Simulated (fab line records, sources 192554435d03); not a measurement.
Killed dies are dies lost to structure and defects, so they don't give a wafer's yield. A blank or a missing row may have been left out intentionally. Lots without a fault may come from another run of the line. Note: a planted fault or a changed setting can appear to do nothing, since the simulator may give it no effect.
Struck lot and sound lot, side by side    flow n5_finfet    38 steps out of a route of 1938
Sound: these wafers, L826.2, L826.4, L826.5. Struck: wafer L820.3 (left out: L820.5, L820.6 of the same lot, which were not struck); the cause appears at the end.
Per side, at each step with rows, come the tool, then ch with its chambers, and then its first start. Under that, the readings that differ: sound wafers    struck wafers    difference of the means    sigmas: that difference in standard deviations of wafers without a fault.
alike: same words and numbers on both sides, and readings whose means sit less than 2 such deviations apart. not compared: any withheld reading, any reading some wafer has no value for, any bound like >300 that may hide the same value, and any number with overlapping values for which the record gives no deviation.
The two part at a step that has a row with sigmas, a row that says differs or no value, or rows on one side only. When numbers do not overlap yet have no deviation, they are printed without sigmas and do not part them. A reading missing from all wafers of one side parts the sides only when that side holds two or more wafers.

first, 9 steps without rows for these wafers: N5_BEOL_M3_ANNEAL_95 (time 240 s); N5_BEOL_M3_SPUTTER_96 (material Cu, target thk 4.5 nm, time 8.29 s); N5_BEOL_M3_ECD_50 (material Cu, target thk 300 nm); N5_BEOL_M3_ANNEAL_51 (time 90 s); N5_BEOL_M3_CMP_52 (polishes, stops on SiOC, t overpolish 6.8 s, target thk 40 nm); N5_BEOL_M3_PRE_CLEAN_60 (time 15 s); N5_BEOL_M3_CO_CAP_55 (material Co, precursor CCTBA/H2, target thk 2 nm, time 102.1 s); N5_BEOL_M3_PRE_CLEAN_56 (time 15 s); N5_BEOL_M3_DEP_57 (deposits SiCN from 3MS/NH3, target thk 8 nm, time 14 s).
N5_BEOL_M4_ILD_DEP_00: deposits SiOC from DEMS/O2, target thk 79 nm, time 15.3 s.
  sound on pecvd-02 ch 1,2, day 14 07:45; struck on pecvd-04 ch 1, day 12 06:07
reading                                       sound              struck  difference  sigmas
showerhead_plenum_p_Torr (Torr)               5.674 5.662 5.685  5.709   +0.035      +2
model.SiOC_of_BEOL_M4_ILD_DEP_00.thk_nm (nm)  79 78.8 78.2       142.6   +63.9       
  alike: heater_power_w, throttle_valve_pct
  not compared: since_wet_clean_h
N5_BEOL_M4_THK_MEAS_01:
  sound on film_metro-02, day 14 07:49; struck on film_metro-02, day 12 06:11
reading          sound           struck  difference  sigmas
M4_ILD_THK (nm)  79.1 78.8 78.1  142.7   +64.0       +58
then, 24 steps without rows for these wafers: N5_BEOL_M4_PECVD_72 (deposits SiO2 from TEOS/O2, target thk 16 nm, time 18 s); N5_BEOL_M4_HM_DEP_02 (deposits TiN, target thk 20 nm); N5_BEOL_M4_COAT_61 (time 60 s, resist thk 60 nm); N5_BEOL_M4_COAT_62 (time 60 s, resist thk 12 nm); N5_BEOL_M4_COAT_73 (time 60 s, resist thk 5 nm); N5_BEOL_M4_COAT_05 (resist thk 30 nm); N5_BEOL_M4_EBR_07; N5_BEOL_M4_SOFTBAKE_06 (time 60 s); N5_BEOL_M4_EXPOSE_08 (exposes mask M4); N5_BEOL_M4_PEB_09 (peb time 60 s); N5_BEOL_M4_DEVELOP_10 (develop time 30 s); N5_BEOL_M4_DESCUM_16 (chemistry O2, time 7 s); N5_BEOL_M4_ETCH_74 (etches underlayer in N2/H2, target depth 6.5 nm, time 5.2 s); N5_BEOL_M4_ETCH_63 (etches SiARC in CF4, target depth 15.6 nm, time 26 s); N5_BEOL_M4_ETCH_64 (etches SOC in N2/H2, target depth 75 nm, overetch 22.5 nm, time 121.9 s); N5_BEOL_M4_STRIP_65 (strips in N2/H2); N5_BEOL_M4_STRIP_75 (strips in N2/H2); N5_BEOL_M4_STRIP_66 (strips in CF4); N5_BEOL_M4_HM_OPEN_17 (chemistry Cl2/BCl3, target TiN, target depth 20 nm, overetch 6 nm); N5_BEOL_M4_STRIP_19 (strips in O2); N5_BEOL_M4_COAT_67 (time 60 s, resist thk 60 nm); N5_BEOL_M4_COAT_68 (time 60 s, resist thk 12 nm); N5_BEOL_M4_COAT_76 (time 60 s, resist thk 5 nm); N5_BEOL_M4_COAT_22 (resist thk 30 nm).
N5_BEOL_M4_CMP_52: polishes, stops on SiOC, t overpolish 6.8 s, target thk 40 nm.
  sound on cmp-01 ch 0,1,3, day 15 06:13; struck on cmp-04 ch 2, day 13 19:04
reading                                       sound         struck  difference  sigmas
model.SiOC_of_BEOL_M4_ILD_DEP_00.thk_nm (nm)  76 75.8 75.2  139.6   +63.9       
  alike: motor_current_A
N5_BEOL_M4_RC_MEAS_101:
  the record has rows for the sound wafers here (prober-02 ch 0, day 15 07:02) and none for the struck ones
-- a jump in the record: the struck wafers' starts before and after are 5 days apart (it breaks off in module BEOL_M4 and resumes in module PASSIVATION, where the first step shown is number 1936 of the route) --
N5_PASSIVATION_PROBE_49:
  sound on prober-01, day 19 18:50; struck on prober-02, day 18 17:27
reading                   sound           struck  difference  sigmas
defect_limited_yield (%)  90.3 89.4 92.3  0       -91         -65
killed_at_M4_up           25 13 17        1115    +1097       +99 or more
killed_at_contacts        20 27 15        5       -16         -2
killed_dies               114 125 91      1180    +1070       +63
killed_on_rim             17 13 11        152     +138        +36
sort_bin_5_function (%)   6.4 6.1 3.9     97.3    +91.8       +96
sort_n_pass               1066 1055 1089  0       -1070       -63
sort_yield_pct (%)        90.3 89.4 92.3  0       -91         -65
  alike: killed_at_M0_to_M3, killed_at_front_end, killed_at_other, killed_open, killed_short, sort_bin_6_memory

## WHERE THEY PART
At N5_BEOL_M4_ILD_DEP_00 first; at N5_PASSIVATION_PROBE_49 last (within this record only).

WHY: what the simulator had put in
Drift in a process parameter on pecvd-04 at N5_BEOL_M4_ILD_DEP_00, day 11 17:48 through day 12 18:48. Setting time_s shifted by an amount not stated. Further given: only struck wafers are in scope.
